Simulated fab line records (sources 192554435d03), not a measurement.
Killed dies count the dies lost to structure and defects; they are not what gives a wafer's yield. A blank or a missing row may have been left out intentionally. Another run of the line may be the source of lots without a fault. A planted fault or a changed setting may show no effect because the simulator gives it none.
fab line records ; flow n5Finfet
record lots=7; wafers=21
route steps=1938 shown BEOL_M6@1194 BEOL_M7@1290 BEOL_M8@1335 BEOL_M9@1401
startH: the number of hours between the record's first day and the start of the first shown wafer of the lot ; waitH: hours since the lot's step before ; " repeats the value in the row above ; L1.1+2: one row covering several wafers at once ; - either no value or no given start ; * or withheld: withheld ; < > ~ a bound
route shown NAME@n: a module of which the file shows steps, and the number in the route of the first ; usual: mean/standard deviation of fault-free wafers ; same: alike in all rows ; chamber/n: place in a boat ; sites: each site's reading ; _std_site: the values' standard deviation ; _edge_site: mean of outer sites minus mean of inner sites ; radiusMm: how far each site lies from the wafer's centre ; mask NAME#n: copy n ; behind: the most recent tool/chamber to have shaped the wafer ; hold: reason for holding the lot/hours on hold/outcome of the hold ; device: whichever transistor did not switch (one of n, p or np) ; end of line: the same wafers' tests at the end of the route ; a step given without rows: its recipe and nothing more ; killed: count of dies lost to structure and defects at first sort (not the wafer's yield) ; map: shows each die of a wafer: x if killed, . if not, _ if none is there
set.NAME: the setting that was run; set.NAME@STEP: the one run at that earlier step ; model.NAME: the simulator's own value behind a step, which no gauge read
lots whose settings were changed on purpose; a table a step, a row a wafer
## steps
# step N5_BEOL_M6_ILD_DEP_00
# recipe material=SiCOH_lowk; targetThkA=1797.5; tempC=300; precursor=DEMS/porogen; pressureTorr=5; rfW=500; timeS=33.4
lot.wafer;tool;chamber;startH;waitH;set.timeS;model.SiCOH_lowk_of_BEOL_M6_ILD_DEP_00.thkNm
L074.1+3;pecvd-02;0,1;183.20;0.0;33.4;179.6
L074.2;pecvd-02;2;183.20;0.0;33.4;180.2
L076.1;pecvd-04;0;196.23;0.0;33.4;180
L076.2;pecvd-04;1;196.23;0.0;33.4;179.6
L076.4;pecvd-04;0;196.23;0.0;33.4;181
L078.2;pecvd-01;0;211.40;0.0;33.4;176.8
L078.3;pecvd-01;0;211.40;0.0;35.57;191.4
L078.6;pecvd-01;0;211.40;0.0;33.4;180.2
L082.1;pecvd-01;1;244.13;0.0;34.69;187.6
L082.3;pecvd-01;2;244.13;0.0;34.69;186.4
L082.4;pecvd-01;2;244.13;0.0;33.4;182
L084.2;pecvd-02;2;249.78;0.0;36.26;190.8
L084.3;pecvd-02;0;249.78;0.0;36.26;191.4
L084.5;pecvd-02;1;249.78;0.0;33.4;178.8
L087.3;pecvd-02;0;266.64;0.0;36.13;190.6
L087.4;pecvd-02;0;266.64;0.0;36.13;194
L087.5;pecvd-02;1;266.64;0.0;36.13;194.4
L095.2;pecvd-04;1;318.45;0.0;33.4;180
L095.4;pecvd-04;2;318.45;0.0;33.4;180.8
L095.5;pecvd-04;1;318.45;0.0;33.4;183.8
# step N5_BEOL_M6_CURE_74
# recipe tempC=385; timeS=240; ambient=He/Ar; material=SiCOH_lowk
lot.wafer;tool;chamber;startH;waitH;set.timeS@BEOL_M6_ILD_DEP_00;model.SiCOH_lowk_of_BEOL_M6_ILD_DEP_00.thkNm
L074.1+3;uvCure-03;1;183.27;0.0;33.4;154.8
L074.2;uvCure-03;1;183.27;0.0;33.4;155.4
L076.1;uvCure-03;2;196.32;0.1;33.4;155.2
L076.2;uvCure-03;2;196.32;0.1;33.4;154.8
L076.4;uvCure-03;2;196.32;0.1;33.4;156
L078.2;uvCure-01;1;211.57;0.1;33.4;152.6
L078.3;uvCure-01;1;211.57;0.1;35.57;165.2
L078.6;uvCure-01;1;211.57;0.1;33.4;155.4
L082.1;uvCure-01;0;244.20;0.0;34.69;161.8
L082.3;uvCure-01;0;244.20;0.0;34.69;160.8
L082.4;uvCure-01;0;244.20;0.0;33.4;156.8
L084.2;uvCure-01;0;249.93;0.1;36.26;164.6
L084.3;uvCure-01;0;249.93;0.1;36.26;165.2
L084.5;uvCure-01;0;249.93;0.1;33.4;154.2
L087.3;uvCure-01;2;266.87;0.2;36.13;164.4
L087.4;uvCure-01;2;266.87;0.2;36.13;167.4
L087.5;uvCure-01;2;266.87;0.2;36.13;167.8
L095.2;uvCure-01;1;318.60;0.1;33.4;155.2
L095.4;uvCure-01;1;318.60;0.1;33.4;155.8
L095.5;uvCure-01;1;318.60;0.1;33.4;158.6
# step N5_BEOL_M6_THK_MEAS_01
# recipe reads=SiCOH_lowk_of_BEOL_M6_ILD_DEP_00
# usual M6_ILD_THK=154.7/1.9
lot.wafer;tool;chamber;startH;waitH;set.timeS@BEOL_M6_ILD_DEP_00;M6_ILD_THK[nm]
L074.1;filmMetro-01;-;183.78;0.4;33.4;154.7
L074.2;filmMetro-01;-;183.78;0.4;33.4;155.4
L074.3;filmMetro-01;-;183.78;0.4;33.4;154.9
L076.1;filmMetro-02;-;196.83;0.4;33.4;155.1
L076.2;filmMetro-02;-;196.83;0.4;33.4;154.9
L076.4;filmMetro-02;-;196.83;0.4;33.4;156.0
L078.2;filmMetro-02;-;212.00;0.4;33.4;152.5
L078.3;filmMetro-02;-;212.00;0.4;35.57;165.3
L078.6;filmMetro-02;-;212.00;0.4;33.4;155.4
L082.1;filmMetro-01;-;244.72;0.4;34.69;161.9
L082.3;filmMetro-01;-;244.72;0.4;34.69;160.8
L082.4;filmMetro-01;-;244.72;0.4;33.4;156.8
L084.2;filmMetro-01;-;250.36;0.4;36.26;164.7
L084.3;filmMetro-01;-;250.36;0.4;36.26;165.2
L084.5;filmMetro-01;-;250.36;0.4;33.4;154.3
L087.3;filmMetro-01;-;267.22;0.3;36.13;164.5
L087.4;filmMetro-01;-;267.22;0.3;36.13;167.3
L087.5;filmMetro-01;-;267.22;0.3;36.13;167.7
L095.2;filmMetro-01;-;319.03;0.4;33.4;155.1
L095.4;filmMetro-01;-;319.03;0.4;33.4;155.8
L095.5;filmMetro-01;-;319.03;0.4;33.4;158.6
# step N5_BEOL_M6_HM_DEP_02
# recipe material=TiN; targetThkA=200; tempC=25; chamberPressurePa=0.49996
lot.wafer;tool;chamber;startH;waitH;set.targetThkA;model.TiN_of_BEOL_M6_HM_DEP_02.thkNm
L074.1+3;pvdSputter-02;-;186.22;2.4;200;20.2
L074.2;pvdSputter-02;-;186.22;2.4;200;20.4
L076.1;pvdSputter-02;-;199.18;2.3;188.2;19
L076.2;pvdSputter-02;-;199.18;2.3;200;20.2
L076.4;pvdSputter-02;-;199.18;2.3;200;20
L078.2;pvdSputter-01;-;212.10;0.0;200;19.6
L078.3;pvdSputter-01;-;212.10;0.0;190.6;19
L078.6;pvdSputter-01;-;212.10;0.0;200;19.8
L082.1+4;pvdSputter-01;-;245.39;0.6;200;20
L082.3;pvdSputter-01;-;245.39;0.6;200;19.8
L084.2+5;pvdSputter-01;-;253.21;2.8;224.9;22.6
L084.3;pvdSputter-01;-;253.21;2.8;200;19.4
L087.3;pvdSputter-02;-;269.46;2.2;200;20.2
L087.4+5;pvdSputter-02;-;269.46;2.2;200;20
L095.2;pvdSputter-01;-;320.91;1.8;183.6;18
L095.4;pvdSputter-01;-;320.91;1.8;183.6;18.4
L095.5;pvdSputter-01;-;320.91;1.8;200;20
# step N5_BEOL_M6_COAT_59
# recipe resist=SOC; tempC=250; timeS=60; spinRpm=1500; resistThkNm=100
# step N5_BEOL_M6_COAT_60
# recipe resist=SiARC; tempC=220; timeS=60; spinRpm=1500; resistThkNm=35
# step N5_BEOL_M6_STRIP_68
# recipe chemistry=N2/H2; tempC=40; n2FlowSccm=200; h2FlowSccm=200; rfFrequencyHz=6e+07
# step N5_BEOL_M6_STRIP_67
# recipe chemistry=CF4; resist=SiARC; powerW=300; biasPowerW=75; pressureMtorr=50; cf4FlowSccm=150; rfFrequencyHz=6e+07
# step N5_BEOL_M6_HM_OPEN_17
# recipe chemistry=Cl2/BCl3; targetDepthA=200; overetchA=60; target=TiN; maskMaterial=SOC; ionEnergyEv=150; pressureMtorr=10; icpW=1000; biasW=126; Cl2_flow_sccm=53.25; bcl3FlowSccm=21.75; Ar_flow_sccm=25
lot.wafer;tool;chamber;startH;waitH;set.targetThkA@BEOL_M6_HM_DEP_02;model.etch.depthNm
L074.1;rieMetal-01;1;187.28;0.0;200;20.14
L074.2;rieMetal-01;0;187.28;0.0;200;20.3
L074.3;rieMetal-01;1;187.28;0.0;200;20.12
L076.1;rieMetal-02;1;200.08;0.0;188.2;19.07
L076.2;rieMetal-02;0;200.08;0.0;200;20.25
L076.4;rieMetal-02;0;200.08;0.0;200;20.08
L078.2;rieMetal-01;1;212.85;0.0;200;19.7
L078.3;rieMetal-01;1;212.85;0.0;190.6;19
L078.6;rieMetal-01;1;212.85;0.0;200;19.9
L082.1;rieMetal-01;1;246.25;0.0;200;20.04
L082.3;rieMetal-01;0;246.25;0.0;200;19.75
L082.4;rieMetal-01;1;246.25;0.0;200;19.93
L084.2;rieMetal-01;0;254.17;0.0;224.9;22.51
L084.3;rieMetal-01;0;254.17;0.0;200;19.48
L084.5;rieMetal-01;1;254.17;0.0;224.9;22.54
L087.3;rieMetal-02;1;270.23;0.1;200;20.16
L087.4;rieMetal-02;0;270.23;0.1;200;19.98
L087.5;rieMetal-02;1;270.23;0.1;200;20.09
L095.2;rieMetal-03;0;321.79;0.0;183.6;18.07
L095.4;rieMetal-03;1;321.79;0.0;183.6;18.39
L095.5;rieMetal-03;0;321.79;0.0;200;19.92
# step N5_BEOL_M6_STRIP_19
# recipe chemistry=O2; powerW=400; tempC=40; pressureMtorr=30; rfFrequencyHz=6e+07; biasPowerW=0; overashFraction=0.2; o2FlowSccm=225
# step N5_BEOL_M6_STRIP_76
# recipe chemistry=C4F6/O2; resist=SiARC; rfFrequencyHz=6e+07
# step N5_BEOL_M6_STRIP_36
# recipe chemistry=N2/H2; powerW=450; tempC=40; pressureMtorr=20; rfFrequencyHz=6e+07; overashFraction=0.3; biasPowerW=7; h2Frac=0.5; n2FlowSccm=200; h2FlowSccm=200
# step N5_BEOL_M6_TRENCH_ETCH_37
# recipe chemistry=C4F6/O2; targetDepthA=944.35; target=SiCOH_lowk; timeS=31.5; ionEnergyEv=250; pressureMtorr=30; sourceW=345; biasW=185; Ar_flow_sccm=300; C4F6_flow_sccm=10; O2_flow_sccm=10
lot.wafer;tool;chamber;startH;waitH;set.targetThkA@BEOL_M6_HM_DEP_02;model.TiN_of_BEOL_M6_HM_DEP_02.thkNm
L074.1+3;rieDiel-02;3,0;-;-;200;17.4
L074.2;rieDiel-02;1;-;-;200;17.6
L076.1;rieDiel-05;3;-;-;188.2;16.2
L076.2;rieDiel-05;0;-;-;200;17.6
L076.4;rieDiel-05;2;-;-;200;17.4
L078.2+6;rieDiel-02;0,2;-;-;200;17
L078.3;rieDiel-02;3;-;-;190.6;16.4
L082.1;rieDiel-05;3;-;-;200;17.4
L082.3;rieDiel-05;0;-;-;200;17
L082.4;rieDiel-05;2;-;-;200;17.2
L084.2+5;rieDiel-05;1;-;-;224.9;19.8
L084.3;rieDiel-05;3;-;-;200;16.8
L087.3;rieDiel-05;1;-;-;200;17.6
L087.4;rieDiel-05;2;-;-;200;17.2
L087.5;rieDiel-05;1;-;-;200;17.4
L095.2;rieDiel-02;1;-;-;183.6;15.4
L095.4;rieDiel-02;0;-;-;183.6;15.6
L095.5;rieDiel-02;2;-;-;200;17.2
# step N5_BEOL_M7_COAT_22
# recipe resist=CAR-EUV; spinRpm=1500; resistThkNm=30
lot.wafer;tool;chamber;startH;waitH;set.spinRpm;model.CAR-EUV_of_BEOL_M7_COAT_22.thkNm
L074.1+2+3;lithoTrack-05;0;-;-;1500;30
L076.1+2+4;lithoTrack-03;0;-;-;1500;30
L078.2+6;lithoTrack-05;0;-;-;1500;30
L078.3;lithoTrack-05;0;-;-;1452;30.4
L082.1+4;lithoTrack-04;0;-;-;1500;30
L082.3;lithoTrack-04;0;-;-;1500;30.2
L084.2;lithoTrack-05;0;-;-;1618;28.8
L084.3+5;lithoTrack-05;0;-;-;1500;30
L087.3+5;lithoTrack-04;0;-;-;1500;30
L087.4;lithoTrack-04;0;-;-;1440;30.6
L095.2+5;lithoTrack-04;0;-;-;1425;30.8
L095.4;lithoTrack-04;0;-;-;1500;30
# step N5_BEOL_M7_DESCUM_33
# recipe chemistry=O2; timeS=7; sourcePowerW=50; biasPowerW=20; pressureMtorr=20; rfFrequencyHz=2.712e+07; tempC=40; resist=CAR-EUV; o2FlowSccm=225
lot.wafer;tool;chamber;startH;waitH;set.timeS;set.spinRpm@BEOL_M7_COAT_22;model.CAR-EUV_of_BEOL_M7_COAT_22.thkNm
L074.1+2+3;rieDiel-04;0,1,2;200.70;0.3;7;1500;26
L076.1+2;rieDiel-06;1,2;210.45;0.0;7;1500;26
L076.4;rieDiel-06;3;210.45;0.0;7.456;1500;25.8
L078.2;rieDiel-06;2;223.63;0.0;7;1500;26
L078.3;rieDiel-06;1;223.63;0.0;7;1452;26.4
L078.6;rieDiel-06;1;223.63;0.0;6.487;1500;26.2
L082.1;rieDiel-04;1;258.63;0.0;7;1500;26.2
L082.3;rieDiel-04;2;258.63;0.0;8.228;1500;25.6
L082.4;rieDiel-04;1;258.63;0.0;7;1500;26
L084.2;rieDiel-06;1;265.74;0.4;7;1618;24.8
L084.3+5;rieDiel-06;0;265.74;0.4;7;1500;26
L087.3;rieDiel-06;1;283.30;0.3;7.404;1500;25.8
L087.4;rieDiel-06;0;283.30;0.3;7.404;1440;26.6
L087.5;rieDiel-06;3;283.30;0.3;7;1500;26
L095.2;rieDiel-01;2;331.63;0.1;7;1425;27
L095.4;rieDiel-01;3;331.63;0.1;7;1500;26.2
L095.5;rieDiel-01;1;331.63;0.1;7;1425;26.8
# step N5_BEOL_M7_ETCH_72
# recipe chemistry=N2/H2; target=underlayer; targetDepthA=65; maskMaterial=CAR-EUV; timeS=5.2; ionEnergyEv=200; pressureMtorr=30; sourceW=840; biasW=150; n2FlowSccm=200; h2FlowSccm=200; ends=cleared
lot.wafer;tool;chamber;startH;waitH;set.spinRpm@BEOL_M7_COAT_22;model.CAR-EUV_of_BEOL_M7_COAT_22.thkNm
L074.1+2;rieDiel-04;0,1;200.73;0.0;1500;20.4
L074.3;rieDiel-04;2;200.73;0.0;1500;20.2
L076.1+2;rieDiel-06;1,2;210.48;0.0;1500;20.4
L076.4;rieDiel-06;3;210.48;0.0;1500;20
L078.2;rieDiel-06;2;223.66;0.0;1500;20.2
L078.3;rieDiel-06;1;223.66;0.0;1452;20.8
L078.6;rieDiel-06;1;223.66;0.0;1500;20.6
L082.1+4;rieDiel-04;1;258.66;0.0;1500;20.4
L082.3;rieDiel-04;2;258.66;0.0;1500;19.8
L084.2;rieDiel-06;1;265.77;0.0;1618;19.2
L084.3;rieDiel-06;0;265.77;0.0;1500;20.2
L084.5;rieDiel-06;0;265.77;0.0;1500;20.4
L087.3;rieDiel-06;1;283.33;0.0;1500;20.2
L087.4;rieDiel-06;0;283.33;0.0;1440;20.8
L087.5;rieDiel-06;3;283.33;0.0;1500;20.4
L095.2;rieDiel-01;2;331.67;0.0;1425;21.4
L095.4;rieDiel-01;3;331.67;0.0;1500;20.4
L095.5;rieDiel-01;1;331.67;0.0;1425;21.2
# step N5_BEOL_M7_ETCH_65
# recipe chemistry=CF4; target=SiARC; targetDepthA=156; maskMaterial=CAR-EUV; timeS=26; ionEnergyEv=80; pressureMtorr=40; sourceW=545; biasW=36; Ar_flow_sccm=100; cf4FlowSccm=100; ends=cleared
lot.wafer;tool;chamber;startH;waitH;set.spinRpm@BEOL_M7_COAT_22;set.timeS@BEOL_M7_DESCUM_33;model.CAR-EUV_of_BEOL_M7_COAT_22.thkNm
L074.1+2+3;rieDiel-04;0,1,2;200.75;0.0;1500;7;11.2
L076.1+2;rieDiel-06;1,2;210.50;0.0;1500;7;11.2
L076.4;rieDiel-06;3;210.50;0.0;1500;7.456;10.8
L078.2;rieDiel-06;2;223.68;0.0;1500;7;11
L078.3;rieDiel-06;1;223.68;0.0;1452;7;11.6
L078.6;rieDiel-06;1;223.68;0.0;1500;6.487;11.4
L082.1+4;rieDiel-04;1;258.68;0.0;1500;7;11.2
L082.3;rieDiel-04;2;258.68;0.0;1500;8.228;10.6
L084.2;rieDiel-06;1;265.79;0.0;1618;7;10
L084.3+5;rieDiel-06;0;265.79;0.0;1500;7;11
L087.3;rieDiel-06;1;283.35;0.0;1500;7.404;11
L087.4;rieDiel-06;0;283.35;0.0;1440;7.404;11.6
L087.5;rieDiel-06;3;283.35;0.0;1500;7;11.2
L095.2;rieDiel-01;2;331.69;0.0;1425;7;12.2
L095.4;rieDiel-01;3;331.69;0.0;1500;7;11.4
L095.5;rieDiel-01;1;331.69;0.0;1425;7;12
# step N5_BEOL_M8_PECVD_70
# recipe material=SiO2; targetThkA=200; tempC=400; precursor=TEOS/O2; pressureTorr=5.5; rfW=450; teosFlowSccm=53.8; gas=O2; flowSccm=3000; timeS=22.7
lot.wafer;tool;chamber;startH;waitH;set.tempC;model.SiO2_of_BEOL_M8_PECVD_70.thkNm
L074.1+3;pecvd-03;1,0;205.32;0.0;400;20
L074.2;pecvd-03;2;205.32;0.0;400;19.4
L076.1;pecvd-03;1;217.53;0.0;400;20
L076.2;pecvd-03;0;217.53;0.0;412.1;18.6
L076.4;pecvd-03;1;217.53;0.0;400;20.4
L078.2;pecvd-02;2;231.49;0.0;400;19.2
L078.3;pecvd-02;0;231.49;0.0;408;18.2
L078.6;pecvd-02;1;231.49;0.0;408;18.8
L082.1;pecvd-02;0;263.23;0.0;395.5;20.4
L082.3;pecvd-02;2;263.23;0.0;400;19.4
L082.4;pecvd-02;1;263.23;0.0;400;19.6
L084.2;pecvd-01;1;271.18;0.0;407.5;19
L084.3;pecvd-01;0;271.18;0.0;407.5;18.8
L084.5;pecvd-01;0;271.18;0.0;400;19.8
L087.3;pecvd-01;1;287.96;0.0;400;19.6
L087.4;pecvd-01;0;287.96;0.0;391.8;20.8
L087.5;pecvd-01;2;287.96;0.0;391.8;21
L095.2;pecvd-02;2;336.80;0.0;400;19.8
L095.4;pecvd-02;0;336.80;0.0;400;20.2
L095.5;pecvd-02;2;336.80;0.0;410.6;18.8
# step N5_BEOL_M8_DEVELOP_10
# recipe developTimeS=30; developer=TMAH; resist=CAR-ArF; rinseLiquid=diw; dry=airSpin; devTempC=23
lot.wafer;tool;chamber;startH;waitH;set.developTimeS
L074.1+2+3;lithoTrack-04;0;-;-;30
L076.1+4;lithoTrack-04;0;-;-;30
L076.2;lithoTrack-04;0;-;-;35.76
L078.2;lithoTrack-04;0;-;-;30
L078.3+6;lithoTrack-04;0;-;-;32.32
L082.1+3+4;lithoTrack-01;0;-;-;30
L084.2;lithoTrack-02;0;-;-;30
L084.3+5;lithoTrack-02;0;-;-;23.27
L087.3+4+5;lithoTrack-02;0;-;-;30
L095.2;lithoTrack-01;0;-;-;30
L095.4+5;lithoTrack-01;0;-;-;31.81
# step N5_BEOL_M8_STRIP_80
# recipe chemistry=N2/H2; timeS=10; powerW=450; tempC=40; pressureMtorr=20; rfFrequencyHz=6e+07; biasPowerW=7; n2FlowSccm=200; h2FlowSccm=200
# step N5_BEOL_M8_HM_STRIP_39
# recipe chemistry=peroxideTinStrip; material=TiN; targetDepthA=250; tempC=50; timeS=158
lot.wafer;tool;chamber;startH;waitH;set.tempC@BEOL_M8_PECVD_70;model.SiO2_of_BEOL_M8_PECVD_70.thkNm
L074.1+3;wetBench-01;5,0;209.75;0.0;400;19.8
L074.2;wetBench-01;6;209.75;0.0;400;19.2
L076.1;wetBench-01;0;221.02;0.0;400;19.8
L076.2;wetBench-01;7;221.02;0.0;412.1;18.6
L076.4;wetBench-01;2;221.02;0.0;400;20.2
L078.2;wetBench-06;2;233.90;0.0;400;19.2
L078.3;wetBench-06;3;233.90;0.0;408;18
L078.6;wetBench-06;7;233.90;0.0;408;18.6
L082.1;wetBench-03;0;269.28;0.0;395.5;20.2
L082.3+4;wetBench-03;1,2;269.28;0.0;400;19.4
L084.2;wetBench-03;5;275.56;0.0;407.5;18.8
L084.3;wetBench-03;4;275.56;0.0;407.5;18.6
L084.5;wetBench-03;6;275.56;0.0;400;19.6
L087.3;wetBench-06;7;294.17;0.0;400;19.4
L087.4;wetBench-06;1;294.17;0.0;391.8;20.6
L087.5;wetBench-06;6;294.17;0.0;391.8;20.8
L095.2;wetBench-03;5;341.45;0.1;400;19.6
L095.4;wetBench-03;1;341.45;0.1;400;20
L095.5;wetBench-03;2;341.45;0.1;410.6;18.6
# step N5_BEOL_M9_ILD_DEP_00
# recipe material=SiCOH_lowk; targetThkA=3085.1; tempC=300; precursor=DEMS/porogen; pressureTorr=5; rfW=500; timeS=58
lot.wafer;tool;chamber;startH;waitH;set.timeS;model.SiCOH_lowk_of_BEOL_M9_ILD_DEP_00.thkNm
L074.1;pecvd-01;1;216.37;0.0;58;303.4
L074.2;pecvd-01;0;216.37;0.0;58;304.4
L074.3;pecvd-01;0;216.37;0.0;58;306
L076.1;pecvd-03;2;227.79;0.0;58;307.4
L076.2;pecvd-03;1;227.79;0.0;58;304.6
L076.4;pecvd-03;2;227.79;0.0;58;318.2
L078.2;pecvd-03;0;240.13;0.0;58;299.2
L078.3;pecvd-03;0;240.13;0.0;58;303
L078.6;pecvd-03;0;240.13;0.0;58;309.4
L082.1;pecvd-03;0;273.47;0.0;58;304.8
L082.3;pecvd-03;1;273.47;0.0;55.28;286.4
L082.4;pecvd-03;1;273.47;0.0;55.28;292.4
L084.2+3;pecvd-04;0,1;279.62;0.0;58;306.8
L084.5;pecvd-04;2;279.62;0.0;66.25;353
L087.3;pecvd-01;0;298.32;0.0;58;304.6
L087.4;pecvd-01;1;298.32;0.0;61.03;323.4
L087.5;pecvd-01;2;298.32;0.0;61.03;318.6
L095.2;pecvd-03;2;343.65;0.0;64.57;345.4
L095.4;pecvd-03;0;343.65;0.0;58;307.6
L095.5;pecvd-03;2;343.65;0.0;64.57;350.2
# step N5_BEOL_M9_CURE_71
# recipe tempC=385; timeS=240; ambient=He/Ar; material=SiCOH_lowk
lot.wafer;tool;chamber;startH;waitH;set.timeS@BEOL_M9_ILD_DEP_00;model.SiCOH_lowk_of_BEOL_M9_ILD_DEP_00.thkNm
L074.1;uvCure-03;2;216.50;0.1;58;263.4
L074.2;uvCure-03;2;216.50;0.1;58;264.4
L074.3;uvCure-03;2;216.50;0.1;58;265.8
L076.1;uvCure-01;1;227.87;0.0;58;267
L076.2;uvCure-01;1;227.87;0.0;58;264.4
L076.4;uvCure-01;1;227.87;0.0;58;276.6
L078.2;uvCure-02;2;240.32;0.2;58;259.6
L078.3;uvCure-02;2;240.32;0.2;58;263.2
L078.6;uvCure-02;2;240.32;0.2;58;268.8
L082.1;uvCure-02;1;273.55;0.0;58;264.6
L082.3;uvCure-02;1;273.55;0.0;55.28;248.4
L082.4;uvCure-02;1;273.55;0.0;55.28;253.8
L084.2;uvCure-01;1;279.78;0.1;58;266.6
L084.3;uvCure-01;1;279.78;0.1;58;266.4
L084.5;uvCure-01;1;279.78;0.1;66.25;307.4
L087.3;uvCure-03;0;298.56;0.2;58;264.6
L087.4;uvCure-03;0;298.56;0.2;61.03;281.2
L087.5;uvCure-03;0;298.56;0.2;61.03;277
L095.2;uvCure-03;1;343.85;0.2;64.57;300.6
L095.4;uvCure-03;1;343.85;0.2;58;267.2
L095.5;uvCure-03;1;343.85;0.2;64.57;304.8
# step N5_BEOL_M9_THK_MEAS_01
# recipe reads=SiCOH_lowk_of_BEOL_M9_ILD_DEP_00
# usual M9_ILD_THK=267/3.6
lot.wafer;tool;chamber;startH;waitH;set.timeS@BEOL_M9_ILD_DEP_00;M9_ILD_THK[nm]
L074.1;filmMetro-02;-;217.01;0.4;58;263
L074.2;filmMetro-02;-;217.01;0.4;58;264
L074.3;filmMetro-02;-;217.01;0.4;58;266
L076.1;filmMetro-01;-;228.38;0.4;58;267
L076.2;filmMetro-01;-;228.38;0.4;58;264
L076.4;filmMetro-01;-;228.38;0.4;58;277
L078.2;filmMetro-02;-;240.75;0.4;58;259
L078.3;filmMetro-02;-;240.75;0.4;58;263
L078.6;filmMetro-02;-;240.75;0.4;58;269
L082.1;filmMetro-02;-;274.06;0.4;58;265
L082.3;filmMetro-02;-;274.06;0.4;55.28;248
L082.4;filmMetro-02;-;274.06;0.4;55.28;254
L084.2;filmMetro-02;-;280.21;0.4;58;267
L084.3;filmMetro-02;-;280.21;0.4;58;267
L084.5;filmMetro-02;-;280.21;0.4;66.25;308
L087.3;filmMetro-02;-;298.92;0.3;58;265
L087.4;filmMetro-02;-;298.92;0.3;61.03;281
L087.5;filmMetro-02;-;298.92;0.3;61.03;277
L095.2;filmMetro-02;-;344.28;0.4;64.57;301
L095.4;filmMetro-02;-;344.28;0.4;58;267
L095.5;filmMetro-02;-;344.28;0.4;64.57;305
## key
split step=N5_BEOL_M6_ILD_DEP_00; setting=timeS; stated=33.4; by=wafer
response step=N5_BEOL_M6_ILD_DEP_00; reading=model.SiCOH_lowk_of_BEOL_M6_ILD_DEP_00.thkNm; change=+1.6; per=1%; r=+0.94
response step=N5_BEOL_M6_CURE_74; reading=model.SiCOH_lowk_of_BEOL_M6_ILD_DEP_00.thkNm; change=+1.39; per=1%; r=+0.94
response step=N5_BEOL_M6_THK_MEAS_01; reading=M6_ILD_THK; change=+1.4; per=1%; r=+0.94
split step=N5_BEOL_M6_HM_DEP_02; setting=targetThkA; stated=200; by=wafer
response step=N5_BEOL_M6_HM_DEP_02; reading=model.TiN_of_BEOL_M6_HM_DEP_02.thkNm; change=+0.231; per=1%; r=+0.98
response step=N5_BEOL_M6_HM_OPEN_17; reading=model.etch.depthNm; change=+0.222; per=1%; r=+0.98
response step=N5_BEOL_M6_TRENCH_ETCH_37; reading=model.TiN_of_BEOL_M6_HM_DEP_02.thkNm; change=+0.221; per=1%; r=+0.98
split step=N5_BEOL_M7_COAT_22; setting=spinRpm; stated=1500; by=wafer
response step=N5_BEOL_M7_COAT_22; reading=model.CAR-EUV_of_BEOL_M7_COAT_22.thkNm; change=-0.151; per=1%; r=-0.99
response step=N5_BEOL_M7_ETCH_72; reading=model.CAR-EUV_of_BEOL_M7_COAT_22.thkNm; change=-0.145; per=1%; r=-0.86
response step=N5_BEOL_M7_ETCH_65; reading=model.CAR-EUV_of_BEOL_M7_COAT_22.thkNm; change=-0.129; per=1%; r=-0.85
response step=N5_BEOL_M7_DESCUM_33; reading=model.CAR-EUV_of_BEOL_M7_COAT_22.thkNm; slope=-0.154; per=1%; togetherWith=timeS@BEOL_M7_DESCUM_33; explained=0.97
split step=N5_BEOL_M7_DESCUM_33; setting=timeS; stated=7; by=wafer
response step=N5_BEOL_M7_DESCUM_33; reading=model.CAR-EUV_of_BEOL_M7_COAT_22.thkNm; slope=-0.0286; per=1%; togetherWith=spinRpm@BEOL_M7_COAT_22; explained=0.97
response step=N5_BEOL_M7_ETCH_65; reading=model.CAR-EUV_of_BEOL_M7_COAT_22.thkNm; slope=-0.0377; per=1%; togetherWith=spinRpm@BEOL_M7_COAT_22; explained=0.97
split step=N5_BEOL_M8_PECVD_70; setting=tempC; stated=400; by=wafer
response step=N5_BEOL_M8_PECVD_70; reading=model.SiO2_of_BEOL_M8_PECVD_70.thkNm; change=-0.507; per=1%; r=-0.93
response step=N5_BEOL_M8_HM_STRIP_39; reading=model.SiO2_of_BEOL_M8_PECVD_70.thkNm; change=-0.496; per=1%; r=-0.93
split step=N5_BEOL_M8_DEVELOP_10; setting=developTimeS; stated=30; by=wafer
response none clear
split step=N5_BEOL_M9_ILD_DEP_00; setting=timeS; stated=58; by=wafer
response step=N5_BEOL_M9_ILD_DEP_00; reading=model.SiCOH_lowk_of_BEOL_M9_ILD_DEP_00.thkNm; change=+3.34; per=1%; r=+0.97
response step=N5_BEOL_M9_CURE_71; reading=model.SiCOH_lowk_of_BEOL_M9_ILD_DEP_00.thkNm; change=+2.96; per=1%; r=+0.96
response step=N5_BEOL_M9_THK_MEAS_01; reading=M9_ILD_THK; change=+2.96; per=1%; r=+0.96
